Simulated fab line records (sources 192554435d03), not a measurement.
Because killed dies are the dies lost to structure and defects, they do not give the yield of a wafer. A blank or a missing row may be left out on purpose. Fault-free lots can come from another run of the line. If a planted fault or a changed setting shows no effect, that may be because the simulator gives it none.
8D (eight disciplines) problem report, filled in by code + flow n5 finfet + the parts of the form that need people (team, actions taken, sign-off) are left out

## 1. THE PROBLEM
trench depth nm at N5_BEOL_M5_OCD_MEAS_38 reads a mean of 119.9 nm on 4 wafers of 3 lots; wafers without a fault read 72.0 nm with a standard deviation of 1. That puts it +48 standard deviations away from the usual mean.
The first sign was on wafer L354.4 at day 14 10:59, on ocd-01. The record has a number at this step for 24 wafers belonging to 8 lots. The rule behind "out" and "out of limits": a value lying over 4 standard deviations away from the usual mean. The rest of the wafers with a number are treated as sound.

## 2. WHAT IT IS AND WHAT IT IS NOT
| question                    | is                             | is not                                                                                      |
|-----------------------------|--------------------------------|---------------------------------------------------------------------------------------------|
| which readings at this step | trench depth nm                | -                                                                                           |
| which lots                  | L354, L357, L358               | L346, L350, L355, L361, L364                                                                |
| which wafers of those lots  | L354.4, L354.6, L357.2, L358.3 | L354.3, L357.4, L357.5, L358.1, L358.4                                                      |
| read on which gauges        | ocd-01, ocd-02                 | -                                                                                           |
| when                        | from day 14 10:59              | up to then (7 sound wafers); but 13 sound wafers of L346, L357, L358, L361, L364 came after |

## 3. WHAT RULES OUT EACH SUSPECT
Counting: a tool at a process step up to the reading stays a suspect if it ran every lot that is out. Sound lots after the first of them don't rule it out here, since some wafers of a struck lot are sound.
- the gauge at N5_BEOL_M5_OCD_MEAS_38: ruled out. 2 gauges (ocd-01, ocd-02) read the wafers that are out.
- rie diel-01 at N5_BEOL_M5_VIA_ETCH_34 (etches SiCOH lowk in C4F6/O2, target depth 88.3 nm, time 39.2 s): kept. It ran every lot that is out, first L354 (day 14 10:45); its last sound lot up to then is L355 (day 14 04:50).
- rie diel-01 at N5_BEOL_M5_STRIP_36 (strips in N2/H2): kept. It ran every lot that is out, first L354 (day 14 10:47); its last sound lot up to then is L355 (day 14 04:53).
- rie diel-01 at N5_BEOL_M5_TRENCH_ETCH_37 (etches SiCOH lowk in C4F6/O2, target depth 71.652 nm, time 24.7 s): kept. It ran every lot that is out, first L354 (day 14 10:50); its last sound lot up to then is L355 (day 14 04:56). Out on those wafers are its own readings of run length s.
- rie diel-01, N5_BEOL_M5_VIA_ETCH_34: wafers that are out in chamber 0, sound lot-mates in chambers 1, 2, 3.
- rie diel-01, N5_BEOL_M5_STRIP_36: wafers that are out in chamber 0, sound lot-mates in chambers 1, 2, 3.
- rie diel-01, N5_BEOL_M5_TRENCH_ETCH_37: wafers that are out in chamber 0, sound lot-mates in chambers 1, 2, 3.
Left after counting: rie diel-01 at N5_BEOL_M5_VIA_ETCH_34, rie diel-01 at N5_BEOL_M5_STRIP_36, rie diel-01 at N5_BEOL_M5_TRENCH_ETCH_37.

## 4. THE CAUSE (what the simulator had put in)
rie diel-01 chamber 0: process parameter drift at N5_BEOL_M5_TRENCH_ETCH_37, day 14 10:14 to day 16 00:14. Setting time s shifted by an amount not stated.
Counting left 3 suspects, and this tool is among them.

## 5. THE CHAIN OF EFFECTS, in route order
Rows list readings where the struck wafers' mean (over those with a number) sits beyond 3 standard deviations from the usual. Only readings for which the record gives a usual standard deviation are gone through. hours: the time from each lot's start at the first step in this table that gives one to its start at this step, as a median over the lots. sigmas: the change in usual standard deviations.
| hours | step                      | reading              | usual        | on struck wafers | change | sigmas      |
|-------|---------------------------|----------------------|--------------|------------------|--------|-------------|
| 0     | N5_BEOL_M5_TRENCH_ETCH_37 | run length s         | 47.9 s       | 64.8             | +16.9  | +43         |
| 0     | N5_BEOL_M5_OCD_MEAS_38    | trench depth nm      | 72.0 nm      | 119.9            | +47.9  | +48         |
| 8     | N5_BEOL_M5_THK_MEAS_53    | M5_THK               | 62.7 nm      | 110.2            | +47.5  | +32         |
| 9     | N5_BEOL_M5_RS_MEAS_57     | M5_RS                | 0.388 ohm/sq | 0.200            | -0.189 | -19         |
| 102   | N5_PASSIVATION_PROBE_49   | defect limited yield | 90.8 %       | 14.8             | -76.0  | -45         |
| 102   | N5_PASSIVATION_PROBE_49   | killed_at_M4_up      | 15           | 922              | +907   | +99 or more |
| 102   | N5_PASSIVATION_PROBE_49   | killed dies          | 109          | 1006             | +896   | +45         |
| 102   | N5_PASSIVATION_PROBE_49   | killed on rim        | 14           | 123              | +109   | +25         |
| 102   | N5_PASSIVATION_PROBE_49   | sort n pass          | 1071         | 174              | -896   | -45         |
| 102   | N5_PASSIVATION_PROBE_49   | sort yield pct       | 90.8 %       | 14.8             | -76.0  | -45         |
Its process steps:
- N5_BEOL_M5_TRENCH_ETCH_37: etches SiCOH lowk in C4F6/O2, target depth 71.652 nm, time 24.7 s.
- N5_PASSIVATION_PROBE_49

## 6. WHAT WOULD HAVE CAUGHT IT SOONER
In this record the first reading out of limits at a measuring or inspecting step was taken at day 14 10:59, 1 hour after the fault began at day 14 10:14.
The tool's own readings at N5_BEOL_M5_TRENCH_ETCH_37 were out on every struck wafer that the step has a row for (run length s): an alarm limit on them would have fired on the first of those.
Among the 3 lots that are out, L357, L358 began N5_BEOL_M5_TRENCH_ETCH_37 on rie diel-01 after day 14 10:59. A hold on the tool at that time would have spared those 2.
